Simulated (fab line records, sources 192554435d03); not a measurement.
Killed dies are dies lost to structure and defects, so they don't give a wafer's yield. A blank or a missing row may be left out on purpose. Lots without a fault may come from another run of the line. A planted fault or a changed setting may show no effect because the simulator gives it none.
fab line records | flow n5_finfet
record lots=4 wafers=12 last_day=14
route steps=1938 shown BEOL_M7@1308 BEOL_M8@1332 PASSIVATION@1936
lots that met no fault: from a run of the same line without faults
start_h: hours from the record's first day to the start of the lot's first wafer shown | wait_h: hours since the lot's step before | " the same as in the row above | L1.1+2: a row that stands for several wafers | - no value, or no start given | * or withheld: withheld | < > ~ a bound
route shown NAME@n: a module of which the file shows steps, and the number in the route of the first | usual: mean/standard deviation of fault-free wafers | same: alike in all rows | chamber/n: place in a boat | sites: the reading at each site | _std_site: their standard deviation | _edge_site: outer sites' mean less inner sites' | radius_mm: how far each site lies from the wafer's centre | mask NAME#n: copy n | behind: the tool/chamber that last shaped the wafer | hold: why the lot was held/for how many hours/how that ended | device: the transistor (n, p or np) that didn't switch | end of line: the same wafers' tests at the end of the route | a step without rows: its recipe alone | killed: dies lost to structure and defects at the first sort, not the wafer's yield | map: a wafer's dies, x killed, . not, _ none there
set.NAME: the setting as run; set.NAME@STEP: as run at that earlier step | model.NAME: the simulator's own value behind a step, which no gauge read
lots at some steps of the route; a table a step, a row a wafer
services: from which hour (start_h, from the record's first day; less than 0 if before it) a tool's chamber was out of use, for how many hours, and why
## steps
# step N5_BEOL_M7_TRENCH_ETCH_37
# recipe chemistry=C4F6/O2 target_depth_a=934.78 target=SiCOH_lowk time_s=31.2 ion_energy_ev=250 pressure_mtorr=30 source_w=345 bias_w=185 Ar_flow_sccm=300 C4F6_flow_sccm=10 O2_flow_sccm=10
# step N5_BEOL_M7_ETCH_41
# recipe chemistry=CH3F/O2 target=SiCN target_depth_a=319 taper_deg=2 time_s=57.8 ion_energy_ev=120 mask_material=TiN pressure_mtorr=30 source_w=395 bias_w=75 Ar_flow_sccm=150 CH3F_flow_sccm=30 O2_flow_sccm=20
# step N5_BEOL_M7_STRIP_80
# recipe chemistry=N2/H2 time_s=10 power_w=450 temp_c=40 pressure_mtorr=20 rf_frequency_hz=6e+07 bias_power_w=7 n2_flow_sccm=200 h2_flow_sccm=200
# step N5_BEOL_M7_HM_STRIP_39
# recipe chemistry=peroxide_tin_strip material=TiN target_depth_a=250 temp_c=50 time_s=158
# step N5_BEOL_M7_SRD_40
# recipe time_s=30 temp_c=23 rinse_liquid=diw dry=ipa_marangoni
# step N5_BEOL_M7_PRECLEAN_42
# recipe chemistry=residue_remover time_s=60 temp_c=40
# step N5_BEOL_M7_SRD_43
# recipe time_s=30 temp_c=23 rinse_liquid=diw dry=ipa_marangoni
# step N5_BEOL_M7_CURE_75
# recipe temp_c=370 time_s=120 ambient=DMADMS/He material=SiCOH_lowk
# step N5_BEOL_M7_DEGAS_44
# recipe ambient=vacuum temp_c=250 time_s=60
# step N5_BEOL_M7_PRE_CLEAN_45
# recipe gas=H2/He time_s=30 temp_c=250
# step N5_BEOL_M7_ALD_77
# recipe material=TaN target_thk_a=20 temp_c=275 ald_precursor_family=PDMAT ald_co_reactant=NH3 pressure_torr=3 carrier_flow_sccm=1500 pulse_time_s=2 purge_time_s=3 co_reactant_purge_time_s=2 co_reactant_pulse_time_s=3 ald_cycles=40 precursor_vessel_temp_c=75 precursor_vessel_pressure_torr=26.25 precursor_vessel_carrier_sccm=1000
# usual heater_power_outer_w=229/25 heater_power_w=415/43
# columns lot.wafer tool chamber start_h wait_h heater_power_outer_w heater_power_w
L312.3 ald_metal-04 2 229.52 0.1 220 408
L312.4 " 1 " " 181 340
L312.6 " 0 " " 216 413
L316.1 ald_metal-03 3 245.51 0.1 225 426
L316.3 " 2 " " 258 454
L316.4 " 0 " " 249 470
L317.2 ald_metal-04 2 257.33 0.1 224 396
L317.3 " 1 " " 185 340
L317.4 " 0 " " 215 416
L321.1 ald_metal-04 1 277.59 0.2 180 341
L321.2 " 2 " " 223 398
L321.6 " 0 " " 213 406
# step N5_BEOL_M7_SURFACE_TREAT_79
# recipe gas=Ar time_s=* ion_energy_ev=* ion_current_ma_cm2=0.5 pressure_mtorr=* ar_flow_sccm=30
# step N5_BEOL_M7_CVD_78
# recipe material=Co target_thk_a=20 temp_c=withheld precursor=CCTBA/H2 pressure_torr=30 time_s=142.3
# step N5_BEOL_M7_SPUTTER_48
# recipe material=Cu target_thk_a=100 temp_c=-20 bias_v=60 power_w=26000 chamber_pressure_pa=0.13 time_s=1.667
# step N5_BEOL_M7_ECD_50
# recipe material=Cu target_thk_a=3000
# step N5_BEOL_M7_ANNEAL_51
# recipe temp_c=225 time_s=90 ambient=N2
# step N5_BEOL_M7_CMP_52
# recipe stop_on=SiCOH_lowk t_overpolish_s=6.9 down_force_psi=1 platen_rpm=50 clearing_platen_down_force_psi=1.5 clearing_platen_rpm=50 post_cmp_clean=cu_alkaline target_thk_nm=80 clearing_platen_pad_velocity_m_s=0.99484 pad_velocity_m_s=0.99484
# step N5_BEOL_M7_PRE_CLEAN_55
# recipe gas=NH3 time_s=15 temp_c=withheld rf_power_w=300
# step N5_BEOL_M7_DEP_56
# recipe material=SiCN target_thk_a=100 temp_c=withheld precursor=3MS/NH3 pressure_torr=3 rf_w=202 time_s=17.5
# step N5_BEOL_M8_ILD_DEP_00
# recipe material=SiCOH_lowk target_thk_a=1797.5 temp_c=300 precursor=DEMS/porogen pressure_torr=5 rf_w=500 time_s=33.4
# step N5_BEOL_M8_CURE_74
# recipe temp_c=385 time_s=240 ambient=He/Ar material=SiCOH_lowk
# step N5_BEOL_M8_PECVD_70
# recipe material=SiO2 target_thk_a=200 temp_c=400 precursor=TEOS/O2 pressure_torr=5.5 rf_w=450 teos_flow_sccm=53.8 gas=O2 flow_sccm=3000 time_s=22.7
# step N5_BEOL_M8_HM_DEP_02
# recipe material=TiN target_thk_a=200 temp_c=25 chamber_pressure_pa=0.49996
# step N5_BEOL_M8_COAT_59
# recipe resist=SOC temp_c=250 time_s=60 spin_rpm=1500 resist_thk_nm=100
# step N5_BEOL_M8_COAT_60
# recipe resist=SiARC temp_c=220 time_s=60 spin_rpm=1500 resist_thk_nm=35
# step N5_BEOL_M8_COAT_05
# recipe resist=CAR-ArF spin_rpm=1500 resist_thk_nm=90
# step N5_BEOL_M8_EBR_07
# recipe solvent=PGMEA ebr_width_mm=1.5
# step N5_BEOL_M8_SOFTBAKE_06
# recipe temp_c=110 time_s=60 resist=CAR-ArF
# step N5_BEOL_M8_EXPOSE_08
# recipe mask_id=M8 na=1.35 source_shape=dipole sigma_inner=0.817 sigma_outer=0.97 polarization=te dose_mj=68.25
# step N5_BEOL_M8_PEB_09
# recipe peb_temp_c=withheld peb_time_s=60 resist=CAR-ArF
# step N5_BEOL_M8_DEVELOP_10
# recipe develop_time_s=30 developer=TMAH resist=CAR-ArF rinse_liquid=diw dry=air_spin dev_temp_c=23
# step N5_BEOL_M8_DESCUM_16
# recipe chemistry=O2 time_s=7.9 source_power_w=50 bias_power_w=20 pressure_mtorr=20 rf_frequency_hz=2.712e+07 temp_c=40 resist=CAR-ArF o2_flow_sccm=225
# step N5_BEOL_M8_ETCH_61
# recipe chemistry=CF4 target=SiARC target_depth_a=455 mask_material=CAR-ArF time_s=75.8 ion_energy_ev=80 pressure_mtorr=40 source_w=545 bias_w=36 Ar_flow_sccm=100 cf4_flow_sccm=100 ends=cleared
# step N5_PASSIVATION_PROBE_49
# usual defect_limited_yield=91.2/1.5 killed_at_M0_to_M3=33/9.6 killed_at_M4_up=14/5.6 killed_at_contacts=14/5.5 killed_at_front_end=40/13 killed_at_other=4/3 killed_dies=104/17 killed_open=68/13 killed_short=33/7.2 sort_bin_5_function=5.2/0.95 sort_bin_6_memory=3.3/0.62 sort_n_pass=1076/17 sort_yield_pct=91.2/1.5
# same gross_dies=1180 killed_at_back_side=0 sort_bin_4_leakage[%]=0 sort_bin_8_speed[%]=0
# columns lot.wafer tool chamber start_h wait_h defect_limited_yield[%] killed_at_M0_to_M3 killed_at_M4_up killed_at_contacts killed_at_front_end killed_at_other killed_dies killed_open killed_short sort_bin_5_function[%] sort_bin_6_memory[%] sort_n_pass sort_yield_pct[%]
L317.2 prober-02 - 331.95 0.1 85.9 23 83 12 47 1 166 66 35 8.6 3.8 1014 85.9
L317.3 prober-02 - 332.00 0.1 80.7 33 155 12 27 1 228 66 30 12.9 3.8 952 80.7
L317.4 prober-02 - 332.05 0.2 82.0 41 123 14 34 0 212 62 33 11.6 3.9 968 82.0
L321.1 prober-02 - 346.85 0.0 83.5 15 131 12 30 7 195 52 19 10.5 4.0 985 83.5
L321.2 prober-02 - 346.90 0.1 86.7 27 78 12 37 3 157 55 33 8.8 3.1 1023 86.7
L321.6 prober-02 - 347.10 0.3 83.1 12 132 13 42 1 200 52 26 10.8 4.2 980 83.1
# killed by level:class
L317.2 BEOL_M7:unspecified=63 FIN_SAQP:geometric_particle:short=14 MOL_CONTACT_COAG:geometric_particle:open=11 STI_FIN_REVEAL:geometric_particle:open=8 BEOL_M1:geometric_particle:open=6 GATE_CUT:geometric_particle:short=5 BEOL_M2:geometric_particle:open=5 BEOL_M5:geometric_particle:open=5
L317.3 BEOL_M7:unspecified=130 BEOL_M2:geometric_particle:open=16 MOL_CONTACT_COAG:geometric_particle:open=10 FIN_SAQP:geometric_particle:short=7 BEOL_M4:geometric_particle:open=6 BEOL_M4:geometric_particle:short=5 BEOL_M5:geometric_particle:open=5 STARTING-WAFER:geometric_particle:short=4
L317.4 BEOL_M7:unspecified=115 MOL_CONTACT_COAG:geometric_particle:open=9 BEOL_M0_SAQP:geometric_particle:short=9 BEOL_M0_SAQP:geometric_particle:open=9 FIN_SAQP:geometric_particle:open=7 STI_FIN_REVEAL:geometric_particle:open=6 BEOL_M2:geometric_particle:open=6 BEOL_M3:geometric_particle:open=6
L321.1 BEOL_M7:unspecified=124 MOL_CONTACT_COAG:geometric_particle:open=10 FIN_SAQP:geometric_particle:open=7 DUMMY_GATE:geometric_particle:open=7 STI_FIN_REVEAL:geometric_particle:open=5 GATE_CUT:geometric_particle:short=5 BEOL_M0_SAQP:geometric_particle:open=4 BEOL_M2:geometric_particle:open=4
L321.2 BEOL_M7:unspecified=69 DUMMY_GATE:geometric_particle:open=9 MOL_CONTACT_COAG:geometric_particle:open=9 BEOL_M2:geometric_particle:open=8 GATE_CUT:geometric_particle:short=7 STI_FIN_REVEAL:geometric_particle:open=6 BEOL_M0_SAQP:geometric_particle:open=5 BEOL_M0_SAQP:geometric_particle:short=4
L321.6 BEOL_M7:unspecified=122 MOL_CONTACT_COAG:geometric_particle:open=10 FIN_SAQP:geometric_particle:open=9 GATE_CUT:geometric_particle:short=8 FIN_SAQP:geometric_particle:short=6 STI_FIN_REVEAL:geometric_particle:open=5 DUMMY_GATE:geometric_particle:open=5 BEOL_M2:geometric_particle:open=4
# map L317.3 (x killed, . not)
_________________.x.....x....________________
______________.................._____________
___________..................x.....__________
__________............x............._________
________x.....x....x.................._______
_______....................x.......x..x______
______x...........x....................._____
_____.x.......x..........x....x..........____
____x..x.............................x..x.___
___...x.............x......x.......x.....x.__
___x..x..................................x.__
__...............x...........x...xx........._
__.........x.........x.....x................_
_.....x...........x.............x............
_....x....................x.....x............
_.................x..x.....x.................
_..........x..........x.....................x
_............xx.......xx....................x
_..................x.................xx.x....
_.........x..xxx.xx..xxx...x.......x....x....
_..........xxxxxxxxxxxx..xx..................
__....x......xxxxxxx.xxxxx.................._
__..x..x..xx.xxxxxxxxxxx......x....x........_
___.....xxxx.xxxxxxxxxxx....x.x...x....xx..__
___.....x.xxxxxxxxxxxxx.x.............x....__
____......xxxxxxxxxxxxxx.x..x......x......___
_____....x.xxxxxxxxxxxxxx.x..........xx..____
______..x.xxxxxxxxxxxx...........x......_____
_______....xx.xxx.xxxxx................______
________x.....xxx.xx..x..x.x.........._______
__________...x..xx..x..............._________
___________.x..x..xxx..............__________
______________.....x....x.x....._____________
_________________............________________
# map L321.6 (x killed, . not)
_________________.....x...x..________________
______________.................._____________
___________...........x.x.....xx...__________
__________.......x.......xxxxx......_________
________.x..........xx..x.xxxx.xx.x..._______
_______x..........xx..x.x.x.xxxxxxx.x..______
______..............xx.xxxxxxxxxxxxx.x.._____
_____.xx...............xxxxxxxxxxxxxxx...____
____................x...xxxxxxxxxxxxxx...x___
___.....................xxxxxxxxxxxx....x..__
___...................xx.xxxxxxxxxxx.....x.__
__..............x......x.xxxxxxxxxxx.x....x._
__.x..x..x...............xxxxxxxxx.x....x..._
_...........x..x....x...x.x.....x.........x..
_................x........x..x.xx............
_........................x...................
_.x.............x............x............x..
_..........................x..x...........xxx
_.................................x........x.
_.........x..................................
_...........................x....x...........
__..................x......................._
__...x..........x...........xx.............._
___x..........................xx...........__
___..................x..............xx.....__
____..x............x...x....x.............___
_____....................................____
______..........x..x...................._____
_______.............x..x..x.....x..x...______
________..x......x.x.................._______
__________.......x....x......x......_________
___________........................__________
______________....x...x...x....._____________
_________________............________________
## services
# columns tool chamber start_h hours kind
ald_metal-03 2 216.14 3.1 repair
## key
first_sign step=N5_PASSIVATION_PROBE_49 reading=killed_at_M4_up direction=up sigmas=18 usual=14 struck=117
effect step=N5_PASSIVATION_PROBE_49 reading=defect_limited_yield direction=down sigmas=5.2 usual=91.2 struck=83.6
more_kills_born_at N5_BEOL_M7_ALD_77@ald_metal-04=623
met_at N5_BEOL_M7_ALD_77
struck_wafers L317.2,L317.3,L317.4,L321.1,L321.2,L321.6
onset_between 229.52 257.33
also_fits time
fault kind=chamber_particle_source tool=ald_metal-04 chamber=- onset_h=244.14 steps=N5_BEOL_M7_ALD_77 rate_per_visit_cm2=0.80996 end_h=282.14
